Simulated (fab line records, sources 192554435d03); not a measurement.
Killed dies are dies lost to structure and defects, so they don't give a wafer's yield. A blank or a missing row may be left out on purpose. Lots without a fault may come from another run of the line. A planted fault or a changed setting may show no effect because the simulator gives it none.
fab line records | flow n5_finfet
record lots=6 wafers=18 last_day=18
route steps=1938 shown BEOL_M5@1129 PASSIVATION@1936
lots that met no fault: from a run of the same line without faults
start_h: hours from the record's first day to the start of the lot's first wafer shown | wait_h: hours since the lot's step before | " the same as in the row above | L1.1+2: a row that stands for several wafers | - no value, or no start given | * or withheld: withheld | < > ~ a bound
route shown NAME@n: a module of which the file shows steps, and the number in the route of the first | usual: mean/standard deviation of fault-free wafers | same: alike in all rows | chamber/n: place in a boat | sites: the reading at each site | _std_site: their standard deviation | _edge_site: outer sites' mean less inner sites' | radius_mm: how far each site lies from the wafer's centre | mask NAME#n: copy n | behind: the tool/chamber that last shaped the wafer | hold: why the lot was held/for how many hours/how that ended | device: the transistor (n, p or np) that didn't switch | end of line: the same wafers' tests at the end of the route | a step without rows: its recipe alone | killed: dies lost to structure and defects at the first sort, not the wafer's yield | map: a wafer's dies, x killed, . not, _ none there
set.NAME: the setting as run; set.NAME@STEP: as run at that earlier step | model.NAME: the simulator's own value behind a step, which no gauge read
lots at some steps of the route; a table a step, a row a wafer
services: from which hour (start_h, from the record's first day; less than 0 if before it) a tool's chamber was out of use, for how many hours, and why
## steps
# step N5_BEOL_M5_DESCUM_16
# recipe chemistry=O2 time_s=7 source_power_w=50 bias_power_w=20 pressure_mtorr=20 rf_frequency_hz=2.712e+07 temp_c=40 resist=CAR-EUV o2_flow_sccm=225
# step N5_BEOL_M5_ETCH_72
# recipe chemistry=N2/H2 target=underlayer target_depth_a=65 mask_material=CAR-EUV time_s=5.2 ion_energy_ev=200 pressure_mtorr=30 source_w=840 bias_w=150 n2_flow_sccm=200 h2_flow_sccm=200 ends=cleared
# usual drypump_motor_current_A=5.6/0.44 etch_rf_on_time_s=5.18/0.12 oes_product_au=0.69/0.092 rf_vpp_V=523.1/2.6 showerhead_plenum_p_Torr=2.52/0.081 throttle_valve_pct=17.74/0.24
# columns lot.wafer tool chamber start_h wait_h drypump_motor_current_A etch_rf_on_time_s oes_product_au rf_hours_counter_h rf_vpp_V showerhead_plenum_p_Torr throttle_valve_pct
L480.2 rie_diel-03 3 198.66 0.0 5.7 5.23 0.58 242 520.6 2.52 18.10
L480.3 " 0 " " 6.0 5.13 0.58 243 521.0 2.49 17.64
L480.4 " 1 " " 6.3 5.17 0.59 246 524.8 2.60 18.30
L482.1 rie_diel-01 2 206.74 0.0 5.2 5.31 0.66 140 521.1 2.44 17.73
L482.2 " 3 " " 5.6 5.26 0.65 158 526.4 2.65 17.79
L482.5 " 3 " " 5.6 5.26 0.64 - 526.7 2.66 17.77
L491.2 rie_diel-04 3 268.80 0.0 5.2 5.14 0.58 233 519.1 2.41 17.74
L491.3 " 0 " " 5.8 4.94 0.83 2 523.5 2.50 17.84
L491.5 " 0 " " 5.8 4.95 0.83 - 522.3 2.50 17.85
L493.1 rie_diel-01 1 273.45 0.0 5.8 5.17 0.69 106 520.6 2.47 17.69
L493.3 " 0 " " 5.0 5.29 0.75 32 524.2 2.50 17.62
L493.4 " 2 " " 5.2 5.20 0.65 165 519.5 2.43 17.76
L497.2 rie_diel-04 0 298.66 0.0 5.8 4.95 0.81 10 520.5 2.50 17.85
L497.5 " 3 " " 5.2 5.13 0.57 - 519.9 2.40 17.76
L497.6 " 0 " " 5.8 4.96 0.81 - 520.9 2.49 17.86
L499.1 rie_diel-01 2 311.71 0.0 5.2 5.13 0.65 177 521.1 2.42 17.83
L499.4 " 3 " " 5.6 5.23 0.62 - 526.9 2.64 17.84
L499.6 " 2 " " 5.2 5.23 0.63 - 518.2 2.42 17.81
# step N5_BEOL_M5_ETCH_61
# recipe chemistry=CF4 target=SiARC target_depth_a=156 mask_material=CAR-EUV time_s=26 ion_energy_ev=80 pressure_mtorr=40 source_w=545 bias_w=36 Ar_flow_sccm=100 cf4_flow_sccm=100 ends=cleared
# usual drypump_motor_current_A=5.6/0.44 etch_rf_on_time_s=25.8/0.6 oes_product_au=0.69/0.092 rf_vpp_V=183.8/1.3 showerhead_plenum_p_Torr=2.12/0.064 throttle_valve_pct=15.48/0.24
# columns lot.wafer tool chamber start_h wait_h drypump_motor_current_A etch_rf_on_time_s oes_product_au rf_hours_counter_h rf_vpp_V showerhead_plenum_p_Torr throttle_valve_pct
L480.2 rie_diel-03 3 198.67 0.0 5.7 26.0 0.58 242 184.3 2.12 15.87
L480.3 " 0 " " 6.1 25.9 0.58 243 183.8 2.10 15.48
L480.4 " 1 " " 6.3 26.2 0.59 246 185.7 2.19 16.03
L482.1 rie_diel-01 2 206.76 0.0 5.2 26.2 0.67 140 182.6 2.07 15.56
L482.2 " 3 " " 5.6 26.5 0.64 158 184.3 2.23 15.51
L482.5 " 3 " " 5.6 26.4 0.64 - 186.4 2.24 15.49
L491.2 rie_diel-04 3 268.82 0.0 5.2 25.7 0.58 233 182.5 2.03 15.63
L491.3 " 0 " " 5.8 24.7 0.84 2 184.3 2.10 15.43
L491.5 " 0 " " 5.8 24.9 0.84 - 183.2 2.10 15.43
L493.1 rie_diel-01 1 273.47 0.0 5.8 25.7 0.70 106 183.4 2.08 15.39
L493.3 " 0 " " 4.9 26.5 0.76 32 183.8 2.10 15.23
L493.4 " 2 " " 5.2 25.9 0.65 165 182.9 2.06 15.60
L497.2 rie_diel-04 0 298.68 0.0 5.8 24.7 0.81 10 182.3 2.09 15.45
L497.5 " 3 " " 5.2 25.1 0.59 - 181.1 2.03 15.63
L497.6 " 0 " " 5.8 24.7 0.82 - 184.7 2.09 15.45
L499.1 rie_diel-01 2 311.72 0.0 5.2 25.6 0.64 177 183.9 2.06 15.63
L499.4 " 3 " " 5.6 26.3 0.61 - 185.5 2.22 15.59
L499.6 " 2 " " 5.2 25.8 0.64 - 181.4 2.05 15.64
# step N5_BEOL_M5_ETCH_62
# recipe chemistry=N2/H2 target=SOC target_depth_a=750 overetch_a=150 mask_material=SiARC temp_c=40 time_s=112.5 ion_energy_ev=200 pressure_mtorr=30 source_w=840 bias_w=150 n2_flow_sccm=200 h2_flow_sccm=200
# usual drypump_motor_current_A=5.6/0.44 oes_product_au=0.64/0.08 rf_vpp_V=523.1/2.4 showerhead_plenum_p_Torr=2.52/0.081 throttle_valve_pct=17.70/0.24
# columns lot.wafer tool chamber start_h wait_h drypump_motor_current_A oes_product_au rf_hours_counter_h rf_vpp_V showerhead_plenum_p_Torr throttle_valve_pct
L480.2 rie_diel-03 3 198.70 0.0 5.7 0.54 242 522.8 2.52 18.08
L480.3 " 0 " " 6.1 0.53 243 522.8 2.49 17.59
L480.4 " 1 " " 6.3 0.56 246 525.0 2.60 18.24
L482.1 rie_diel-01 2 206.79 0.0 5.2 0.62 140 520.2 2.44 17.71
L482.2 " 3 " " 5.6 0.60 158 525.6 2.66 17.76
L482.5 " 3 " " 5.6 0.60 - 526.8 2.65 17.75
L491.2 rie_diel-04 3 268.85 0.0 5.2 0.54 233 519.6 2.41 17.72
L491.3 " 0 " " 5.8 0.75 2 523.3 2.50 17.78
L491.5 " 0 " " 5.8 0.76 - 521.1 2.50 17.79
L493.1 rie_diel-01 1 273.50 0.0 5.8 0.65 106 520.5 2.47 17.65
L493.3 " 0 " " 4.9 0.71 32 523.4 2.50 17.55
L493.4 " 2 " " 5.2 0.60 165 519.3 2.43 17.74
L497.2 rie_diel-04 0 298.71 0.0 5.7 0.73 10 523.1 2.50 17.79
L497.5 " 3 " " 5.2 0.53 - 519.4 2.40 17.72
L497.6 " 0 " " 5.8 0.73 - 520.3 2.50 17.81
L499.1 rie_diel-01 2 311.75 0.0 5.2 0.59 177 520.2 2.42 17.77
L499.4 " 3 " " 5.6 0.58 - 527.1 2.64 17.81
L499.6 " 2 " " 5.2 0.59 - 521.0 2.42 17.75
# step N5_BEOL_M5_STRIP_63
# recipe chemistry=N2/H2 temp_c=40 n2_flow_sccm=200 h2_flow_sccm=200 rf_frequency_hz=6e+07
# step N5_BEOL_M5_STRIP_73
# recipe chemistry=N2/H2 temp_c=40 n2_flow_sccm=200 h2_flow_sccm=200 rf_frequency_hz=6e+07
# step N5_BEOL_M5_STRIP_64
# recipe chemistry=CF4 resist=SiARC power_w=300 bias_power_w=75 pressure_mtorr=50 cf4_flow_sccm=150 rf_frequency_hz=6e+07
# usual bias_power_w=75.02/0.21 drypump_motor_current_A=5.6/0.44 oes_product_au=0.80/0.1 rf_vpp_V=270.7/1.5 showerhead_plenum_p_Torr=1.78/0.055 throttle_valve_pct=13.46/0.25
# columns lot.wafer tool chamber start_h wait_h bias_power_w drypump_motor_current_A oes_product_au rf_hours_counter_h rf_vpp_V showerhead_plenum_p_Torr throttle_valve_pct
L480.2 rie_diel-03 3 198.83 0.0 74.61 5.7 0.67 242 269.0 1.78 13.87
L480.3 " 0 " " 75.11 6.0 0.67 243 270.6 1.76 13.53
L480.4 " 1 " " 74.86 6.4 0.68 246 272.5 1.83 14.02
L482.1 rie_diel-01 2 206.91 0.0 75.21 5.2 0.76 140 269.4 1.74 13.55
L482.2 " 3 " " 74.83 5.6 0.75 158 272.9 1.87 13.50
L482.5 " 3 " " 74.57 5.6 0.75 - 272.6 1.87 13.51
L491.2 rie_diel-04 3 268.97 0.0 75.43 5.2 0.67 233 268.7 1.70 13.61
L491.3 " 0 " " 75.21 5.8 0.95 2 270.2 1.76 13.38
L491.5 " 0 " " 75.18 5.8 0.95 - 270.5 1.76 13.39
L493.1 rie_diel-01 1 273.63 0.0 74.96 5.8 0.80 106 269.6 1.74 13.37
L493.3 " 0 " " 74.98 4.9 0.88 32 270.1 1.75 13.16
L493.4 " 2 " " 75.24 5.2 0.75 165 269.9 1.73 13.60
L497.2 rie_diel-04 0 298.83 0.0 75.32 5.8 0.92 10 271.5 1.76 13.41
L497.5 " 3 " " 75.23 5.1 0.67 - 267.6 1.70 13.62
L497.6 " 0 " " 74.94 5.8 0.91 - 269.4 1.76 13.42
L499.1 rie_diel-01 2 311.88 0.0 75.38 5.2 0.74 177 270.3 1.72 13.63
L499.4 " 3 " " 74.91 5.6 0.72 - 272.1 1.86 13.57
L499.6 " 2 " " 75.32 5.2 0.73 - 269.1 1.72 13.62
# step N5_BEOL_M5_HM_OPEN_17
# recipe chemistry=Cl2/BCl3 target_depth_a=200 overetch_a=60 target=TiN mask_material=SOC ion_energy_ev=150 pressure_mtorr=10 icp_w=1000 bias_w=126 Cl2_flow_sccm=53.25 bcl3_flow_sccm=21.75 Ar_flow_sccm=25
# step N5_BEOL_M5_STRIP_19
# recipe chemistry=O2 power_w=400 temp_c=40 pressure_mtorr=30 rf_frequency_hz=6e+07 bias_power_w=0 overash_fraction=0.2 o2_flow_sccm=225
# step N5_BEOL_M5_CD_MEAS_18
# recipe pitch_nm=56 target_cd_nm=28
# usual cd_nm=28.1/0.34
# columns lot.wafer tool chamber start_h wait_h cd_nm
L480.2 cd_sem-01 - 199.07 0.1 28.3
L480.3 " - " " 28.4
L480.4 " - " " 28.1
L482.1 cd_sem-01 - 207.13 0.0 28.4
L482.2 " - " " 27.6
L482.5 " - " " 28.1
L491.2 cd_sem-01 - 269.83 0.1 28.1
L491.3 " - " " 28.6
L491.5 " - " " 28.3
L493.1 cd_sem-02 - 273.85 0.0 28.1
L493.3 " - " " 27.9
L493.4 " - " " 28.2
L497.2 cd_sem-01 - 299.06 0.1 28.4
L497.5 " - " " 28.1
L497.6 " - " " 28.7
L499.1 cd_sem-02 - 312.24 0.0 28.1
L499.4 " - " " 28.2
L499.6 " - " " 28.0
# step N5_BEOL_M5_COAT_65
# recipe resist=SOC temp_c=250 time_s=60 spin_rpm=1500 resist_thk_nm=60
# step N5_BEOL_M5_COAT_66
# recipe resist=SiARC temp_c=220 time_s=60 spin_rpm=1500 resist_thk_nm=12
# step N5_BEOL_M5_COAT_74
# recipe resist=underlayer temp_c=205 time_s=60 spin_rpm=1500 resist_thk_nm=5
# usual chill_plate_temp_C=22.99/0.1 spin_speed_rpm=1499.9/0.94
# columns lot.wafer tool chamber start_h wait_h chill_plate_temp_C spin_speed_rpm
L480.2 litho_track-04 0 199.11 - 23.06 1500.4
L480.3 " 0 " " 22.92 1500.3
L480.4 " 0 " " 23.07 1500.4
L482.1 litho_track-02 0 208.26 - 22.90 1500.7
L482.2 " 0 " " 22.83 1501.2
L482.5 " 0 " " 22.88 1499.4
L491.2 litho_track-02 0 272.14 - 22.91 1606.8
L491.3 " 0 " " 22.86 1605.6
L491.5 " 0 " " 22.95 1605.0
L493.1 litho_track-02 0 276.48 - 23.02 1606.5
L493.3 " 0 " " 22.83 1605.0
L493.4 " 0 " " 22.93 1604.4
L497.2 litho_track-04 0 299.12 - 22.93 1499.4
L497.5 " 0 " " 23.06 1500.9
L497.6 " 0 " " 22.90 1499.4
L499.1 litho_track-04 0 314.06 - 23.02 1499.8
L499.4 " 0 " " 22.89 1499.7
L499.6 " 0 " " 22.81 1500.2
# step N5_BEOL_M5_COAT_22
# recipe resist=CAR-EUV spin_rpm=1500 resist_thk_nm=30
# step N5_BEOL_M5_EBR_24
# recipe solvent=PGMEA ebr_width_mm=1.5
# step N5_BEOL_M5_SOFTBAKE_23
# recipe temp_c=110 time_s=60 resist=CAR-EUV
# step N5_BEOL_M5_EXPOSE_25
# recipe mask_id=V4 na=0.33 source_shape=quasar sigma_inner=0.2 sigma_outer=0.6 polarization=unpolarized defocus_nm=10 dose_mj=52.75
# step N5_BEOL_M5_PEB_26
# recipe peb_temp_c=100 peb_time_s=60 resist=CAR-EUV
# step N5_BEOL_M5_DEVELOP_27
# recipe develop_time_s=30 developer=TMAH resist=CAR-EUV rinse_liquid=surfactant_rinse dry=air_spin dev_temp_c=23
# step N5_BEOL_M5_CD_MEAS_28
# recipe target_cd_nm=30.6 landing_energy_ev=500 detector=se_inlens target_cd_y_nm=20 polarity=opening
# usual cd_nm=30.64/0.24
# columns lot.wafer tool chamber start_h wait_h cd_nm
L480.2 cd_sem-02 0 199.38 - 30.87
L480.3 " 0 " " 30.96
L480.4 " 0 " " 31.17
L482.1 cd_sem-03 0 208.65 - 30.33
L482.2 " 0 " " 30.62
L482.5 " 0 " " 30.80
L491.2 cd_sem-03 0 272.41 - 30.83
L491.3 " 0 " " 30.55
L491.5 " 0 " " 30.43
L493.1 cd_sem-02 0 276.87 - 30.47
L493.3 " 0 " " 30.62
L493.4 " 0 " " 30.29
L497.2 cd_sem-01 0 299.52 - 30.44
L497.5 " 0 " " 30.62
L497.6 " 0 " " 30.17
L499.1 cd_sem-01 0 314.37 - 30.70
L499.4 " 0 " " 30.47
L499.6 " 0 " " 30.86
# step N5_BEOL_M5_OVL_MEAS_29
# recipe points_per_wafer=522
# usual V4_OVL=-0.2/0.73
# columns lot.wafer tool chamber start_h wait_h V4_OVL[nm]
L480.2 overlay-01 0 199.42 0.0 -0.2
L480.3 " 0 " " -0.1
L480.4 " 0 " " -1.0
L482.1 overlay-01 0 208.68 0.0 -1.1
L482.2 " 0 " " -1.0
L482.5 " 0 " " -0.7
L491.2 overlay-01 0 272.44 0.0 0.9
L491.3 " 0 " " 0.6
L491.5 " 0 " " 0.0
L493.1 overlay-01 0 276.90 0.0 0.3
L493.3 " 0 " " -0.8
L493.4 " 0 " " 0.4
L497.2 overlay-02 0 299.55 0.0 -1.2
L497.5 " 0 " " -0.1
L497.6 " 0 " " -1.1
L499.1 overlay-01 0 314.40 0.0 0.0
L499.4 " 0 " " 0.9
L499.6 " 0 " " 0.7
# step N5_BEOL_M5_INSPECT_30
# recipe mode=adi inspect_instrument=brightfield
# usual raw_defect_count=388/89
# columns lot.wafer tool chamber start_h wait_h raw_defect_count
L480.2 defect_inspect-02 - 199.47 0.0 397
L480.3 " - " " 336
L480.4 " - " " 406
L482.1 defect_inspect-02 - 208.74 0.1 485
L482.2 " - " " 535
L482.5 " - " " 595
L491.2 defect_inspect-01 - 272.50 0.0 276
L491.3 " - " " 274
L491.5 " - " " 378
L493.1 defect_inspect-01 - 276.97 0.1 336
L493.3 " - " " 233
L493.4 " - " " 266
L497.2 defect_inspect-01 - 299.61 0.0 475
L497.5 " - " " 468
L497.6 " - " " 476
L499.1 defect_inspect-01 - 314.47 0.1 335
L499.4 " - " " 444
L499.6 " - " " 285
# step N5_BEOL_M5_DESCUM_33
# recipe chemistry=O2 time_s=7 source_power_w=50 bias_power_w=20 pressure_mtorr=20 rf_frequency_hz=2.712e+07 temp_c=40 resist=CAR-EUV o2_flow_sccm=225
# usual bias_power_w=20.00/0.057 drypump_motor_current_A=5.6/0.43 o2_flow_sccm=225.0/0.69 oes_product_au=0.81/0.094 rf_vpp_V=242.6/1.5 showerhead_plenum_p_Torr=2.05/0.07 throttle_valve_pct=20.19/0.21
# columns lot.wafer tool chamber start_h wait_h bias_power_w drypump_motor_current_A o2_flow_sccm oes_product_au rf_hours_counter_h rf_vpp_V showerhead_plenum_p_Torr throttle_valve_pct
L480.2 rie_diel-01 1 199.52 0.0 19.97 5.8 225.4 0.84 79 243.0 2.03 20.10
L480.3 " 3 " " 19.98 5.6 226.2 0.76 156 244.2 2.17 20.18
L480.4 " 2 " " 20.06 5.2 224.0 0.77 138 241.7 2.02 20.34
L482.1 rie_diel-04 2 208.78 0.0 20.09 6.2 225.0 0.87 55 242.7 2.12 19.92
L482.2 " 3 " " 20.05 5.1 224.0 0.68 211 240.4 1.98 20.28
L482.5 " 1 " " 19.94 5.7 224.8 0.75 - 242.1 1.93 20.26
L491.2 rie_diel-01 3 272.99 0.5 19.92 5.6 224.4 0.75 184 243.8 2.16 20.23
L491.3 " 1 " " 19.91 5.8 225.3 0.81 105 242.3 2.02 20.13
L491.5 " 3 " " 19.95 5.5 222.8 0.74 - 242.8 2.16 20.23
L493.1 rie_diel-04 1 277.00 0.0 19.92 5.7 224.9 0.74 170 240.2 1.92 20.30
L493.3 " 3 " " 19.88 5.2 224.4 0.67 235 242.5 1.97 20.30
L493.4 " 0 " " 20.00 5.8 224.3 0.96 4 242.3 2.05 20.30
L497.2 rie_diel-03 3 299.68 0.1 19.97 5.7 224.0 0.95 6 242.3 2.05 20.28
L497.5 " 0 " " 19.91 6.0 225.1 0.95 - 244.3 2.03 19.79
L497.6 " 1 " " 19.91 6.3 225.8 0.88 - 244.4 2.14 20.55
L499.1 rie_diel-01 1 314.51 0.0 19.92 5.8 225.5 0.81 115 242.6 2.02 20.17
L499.4 " 0 " " 20.02 5.0 225.8 0.87 44 241.6 2.05 20.10
L499.6 " 0 " " 20.10 5.0 224.8 0.87 - 241.8 2.05 20.11
# step N5_BEOL_M5_ETCH_75
# recipe chemistry=N2/H2 target=underlayer target_depth_a=65 mask_material=CAR-EUV time_s=5.2 ion_energy_ev=200 pressure_mtorr=30 source_w=840 bias_w=150 n2_flow_sccm=200 h2_flow_sccm=200 ends=cleared
# usual drypump_motor_current_A=5.6/0.43 etch_rf_on_time_s=5.18/0.099 oes_product_au=0.69/0.078 rf_vpp_V=522.6/2.9 showerhead_plenum_p_Torr=2.50/0.09 throttle_valve_pct=17.66/0.23
# columns lot.wafer tool chamber start_h wait_h drypump_motor_current_A etch_rf_on_time_s oes_product_au rf_hours_counter_h rf_vpp_V showerhead_plenum_p_Torr throttle_valve_pct model.etch.depth_nm
L480.2 rie_diel-01 1 199.55 0.0 5.8 5.15 0.73 79 523.2 2.48 17.63 5.015
L480.3 " 3 " " 5.6 5.31 0.64 156 526.7 2.66 17.77 5.038
L480.4 " 2 " " 5.2 5.30 0.66 138 520.3 2.44 17.74 5.027
L482.1 rie_diel-04 2 208.81 0.0 6.2 5.28 0.73 55 526.5 2.58 17.38 5.016
L482.2 " 3 " " 5.2 5.13 0.59 211 521.1 2.42 17.72 5.007
L482.5 " 1 " " 5.7 5.12 0.65 - 517.9 2.33 17.57 5.002
L491.2 rie_diel-01 3 273.02 0.0 5.6 5.09 0.62 184 527.9 2.64 17.83 4.846
L491.3 " 1 " " 5.8 4.92 0.71 105 520.6 2.47 17.69 4.822
L491.5 " 3 " " 5.6 5.06 0.62 - 525.2 2.64 17.81 4.824
L493.1 rie_diel-04 1 277.04 0.0 5.6 4.97 0.63 170 517.5 2.32 17.63 4.831
L493.3 " 3 " " 5.2 4.98 0.58 235 520.0 2.41 17.73 4.819
L493.4 " 0 " " 5.8 4.80 0.83 4 520.6 2.50 17.84 4.827
L497.2 rie_diel-03 3 299.72 0.0 5.7 5.17 0.80 6 522.3 2.51 17.78 4.997
L497.5 " 0 " " 6.1 5.07 0.80 - 523.7 2.48 17.29 5.007
L497.6 " 1 " " 6.3 5.04 0.74 - 526.2 2.59 17.97 4.992
L499.1 rie_diel-01 1 314.54 0.0 5.8 5.17 0.68 115 521.4 2.47 17.67 4.986
L499.4 " 0 " " 5.0 5.31 0.73 44 520.5 2.50 17.59 4.988
L499.6 " 0 " " 4.9 5.34 0.73 - 523.2 2.50 17.62 5.003
# step N5_BEOL_M5_ETCH_67
# recipe chemistry=CF4 target=SiARC target_depth_a=156 mask_material=CAR-EUV time_s=26 ion_energy_ev=80 pressure_mtorr=40 source_w=545 bias_w=36 Ar_flow_sccm=100 cf4_flow_sccm=100 ends=cleared
# step N5_PASSIVATION_PROBE_49
# usual defect_limited_yield=91.2/1.6 killed_at_M0_to_M3=34/11 killed_at_M4_up=14/5.7 killed_at_contacts=14/6.6 killed_at_front_end=37/10 killed_at_other=4/3.2 killed_dies=104/19 killed_open=69/13 killed_short=33/8.7 sort_bin_4_leakage=0.00/0.014 sort_bin_5_function=5.1/1 sort_bin_6_memory=3.3/0.76 sort_bin_8_speed=0.00/0.016 sort_n_pass=1076/19 sort_yield_pct=91.2/1.6
# same gross_dies=1180 killed_at_back_side=0
# columns lot.wafer tool chamber start_h wait_h defect_limited_yield[%] killed_at_M0_to_M3 killed_at_M4_up killed_at_contacts killed_at_front_end killed_at_other killed_dies killed_open killed_short sort_bin_4_leakage[%] sort_bin_5_function[%] sort_bin_6_memory[%] sort_bin_8_speed[%] sort_n_pass sort_yield_pct[%]
L480.2 prober-02 - 291.58 0.1 93.6 30 14 8 22 1 75 50 24 0 3.8 2.5 0 1105 93.6
L480.3 prober-02 - 291.63 0.1 92.6 29 14 19 23 2 87 62 25 0 4.4 2.5 0 1093 92.6
L480.4 prober-02 - 291.68 0.2 93.6 28 4 10 32 2 76 49 27 0 3.9 2.4 0 1104 93.6
L482.1 prober-01 - 297.39 0.0 93.1 27 7 18 26 4 82 61 21 0 3.6 3.1 0 1098 93.1
L482.2 prober-01 - 297.44 0.1 91.6 23 8 13 44 11 99 67 32 0 5.0 3.1 0 1081 91.6
L482.5 prober-01 - 297.59 0.2 91.1 27 12 25 35 6 105 72 33 0 5.7 3.2 0 1075 91.1
L493.1 prober-02 - 379.08 0.0 91.6 36 15 6 39 3 99 71 27 0 4.8 3.3 0 1081 91.6
L493.3 prober-02 - 379.18 0.1 92.2 40 14 5 31 2 92 71 21 0 5.0 2.5 0 1088 92.2
L493.4 prober-02 - 379.23 0.2 91.7 40 5 16 37 0 98 60 35 0 5.2 2.9 0 1082 91.7
L497.2 prober-02 - 394.98 0.1 91.4 40 19 8 35 0 102 63 33 0 4.6 3.7 0 1078 91.4
L497.5 prober-02 - 395.13 0.2 91.4 42 18 15 20 7 102 72 26 0 5.3 3.1 0 1078 91.4
L497.6 prober-02 - 395.18 0.3 92.5 30 25 7 19 7 88 61 26 0 4.4 2.9 0 1092 92.5
# killed by level:class
L480.2 MOL_CONTACT_COAG:geometric_particle:open=6 BEOL_M0_SAQP:geometric_particle:open=6 BEOL_M2:geometric_particle:open=6 BEOL_M1:geometric_particle:open=5 STARTING-WAFER:geometric_particle:open=5 GATE_CUT:geometric_particle:short=4 BEOL_M0_SAQP:geometric_particle:short=4 BEOL_M3:geometric_particle:open=4
L480.3 MOL_CONTACT_COAG:geometric_particle:open=19 BEOL_M0_SAQP:geometric_particle:short=9 STI_FIN_REVEAL:geometric_particle:open=6 BEOL_M3:geometric_particle:open=6 BEOL_M0:geometric_particle:open=5 FIN_SAQP:geometric_particle:short=4 BEOL_M4:geometric_particle:open=4 FIN_SAQP:geometric_particle:open=3
L480.4 STI_FIN_REVEAL:geometric_particle:open=8 MOL_CONTACT_COAG:geometric_particle:open=8 BEOL_M1:geometric_particle:open=8 FIN_SAQP:geometric_particle:short=6 BEOL_M0_SAQP:geometric_particle:short=5 BEOL_M0:geometric_particle:open=5 GATE_CUT:geometric_particle:short=4 BEOL_M0:geometric_particle:short=4
L482.1 MOL_CONTACT_COAG:geometric_particle:open=16 BEOL_M3:geometric_particle:open=10 STI_FIN_REVEAL:geometric_particle:open=7 FIN_SAQP:geometric_particle:open=6 BEOL_M0_SAQP:geometric_particle:open=3 BEOL_M1:geometric_particle:short=3 BEOL_M1:geometric_particle:open=3 FIN_SAQP:geometric_particle:short=2
L482.2 MOL_CONTACT_COAG:geometric_particle:open=11 FIN_SAQP:geometric_particle:open=9 GATE_CUT:geometric_particle:short=9 BEOL_M1:geometric_particle:open=7 STI_FIN_REVEAL:geometric_particle:open=6 STARTING-WAFER:geometric_particle:open=6 PASS1_CAP:geometric_particle:short=5 GATE_CUT:geometric_particle:open=4
L482.5 MOL_CONTACT_COAG:geometric_particle:open=18 STI_FIN_REVEAL:geometric_particle:open=13 BEOL_M1:geometric_particle:open=10 BEOL_M4:geometric_particle:open=8 MOL_CONTACT_COAG:geometric_particle:short=7 BEOL_M3:geometric_particle:open=6 FIN_SAQP:geometric_particle:short=4 FIN_SAQP:geometric_particle:open=3
L493.1 BEOL_M2:geometric_particle:open=11 BEOL_M3:geometric_particle:open=9 FIN_SAQP:geometric_particle:open=8 FIN_SAQP:geometric_particle:short=8 BEOL_M1:geometric_particle:open=6 GATE_CUT:geometric_particle:short=5 BEOL_M4:geometric_particle:open=5 BEOL_M7:geometric_particle:open=5
L493.3 BEOL_M3:geometric_particle:open=13 FIN_SAQP:geometric_particle:open=9 BEOL_M1:geometric_particle:open=8 BEOL_M0_SAQP:geometric_particle:open=7 BEOL_M8:geometric_particle:open=5 DUMMY_GATE:geometric_particle:open=4 MOL_CONTACT_COAG:geometric_particle:open=4 BEOL_M0_SAQP:geometric_particle:short=4
L493.4 MOL_CONTACT_COAG:geometric_particle:open=14 BEOL_M3:geometric_particle:open=9 BEOL_M0_SAQP:geometric_particle:short=8 BEOL_M2:geometric_particle:open=7 FIN_SAQP:geometric_particle:open=6 STI_FIN_REVEAL:geometric_particle:short=5 GATE_CUT:geometric_particle:open=5 FIN_SAQP:geometric_particle:short=4
L497.2 BEOL_M2:geometric_particle:open=10 FIN_SAQP:geometric_particle:open=6 MOL_CONTACT_COAG:geometric_particle:open=6 BEOL_M4:geometric_particle:open=6 BEOL_M0:geometric_particle:short=5 BEOL_M4:geometric_particle:short=4 GATE_CUT:geometric_particle:short=4 BEOL_M0_SAQP:geometric_particle:short=4
L497.5 MOL_CONTACT_COAG:geometric_particle:open=15 BEOL_M1:geometric_particle:open=11 BEOL_M4:geometric_particle:open=10 BEOL_M0_SAQP:geometric_particle:short=8 BEOL_M2:geometric_particle:open=7 FIN_SAQP:geometric_particle:open=5 STI_FIN_REVEAL:geometric_particle:open=5 BEOL_M1:geometric_particle:short=5
L497.6 BEOL_M4:geometric_particle:open=12 BEOL_M3:geometric_particle:open=8 STI_FIN_REVEAL:geometric_particle:open=7 MOL_CONTACT_COAG:geometric_particle:open=5 FIN_SAQP:geometric_particle:open=4 BEOL_M0_SAQP:geometric_particle:open=4 BEOL_M0_SAQP:geometric_particle:short=4 BEOL_M1:geometric_particle:open=4
## services
# columns tool chamber start_h hours kind
rie_diel-01 1 186.61 6.5 repair
rie_diel-04 3 198.65 1.7 repair
rie_diel-03 1 213.86 - clean
rie_diel-03 1 213.86 - consumable_replace:focus_ring
rie_diel-03 1 213.86 20.2 scheduled_down
rie_diel-03 1 213.86 20.2 vent_cycle
rie_diel-01 1 218.33 2.2 repair
rie_diel-03 0 234.11 - clean
rie_diel-03 0 234.11 - consumable_replace:focus_ring
rie_diel-03 0 234.11 26.9 scheduled_down
rie_diel-03 0 234.11 26.9 vent_cycle
rie_diel-04 0 235.68 - clean
rie_diel-04 0 235.68 - consumable_replace:focus_ring
rie_diel-04 0 235.68 26.3 scheduled_down
rie_diel-04 0 235.68 26.3 vent_cycle
rie_diel-04 - 237.68 2.8 pm
rie_diel-01 0 254.85 1.3 repair
rie_diel-03 3 261.00 - clean
rie_diel-03 3 261.00 - consumable_replace:focus_ring
rie_diel-03 3 261.00 17.3 scheduled_down
rie_diel-03 3 261.00 17.3 vent_cycle
rie_diel-01 0 269.55 3.6 repair
rie_diel-04 - 288.48 2.1 repair
rie_diel-01 1 305.80 8.6 repair
## key
first_sign step=N5_BEOL_M5_COAT_74 reading=spin_speed_rpm direction=up sigmas=99+ usual=* struck=*
effect none on later readings
model_effect step=N5_BEOL_M5_ETCH_75 value=etch.depth_nm without=4.994 struck=4.828
met_at N5_BEOL_M5_COAT_74
struck_wafers L491.2,L491.3,L491.5,L493.1,L493.3,L493.4
onset_between 208.26 272.14
fault kind=process_parameter_drift tool=litho_track-02 chamber=- onset_h=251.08 steps=N5_BEOL_M5_COAT_74 channel=spin_rpm offset=* shape=step end_h=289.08 acts_in=* stated=*
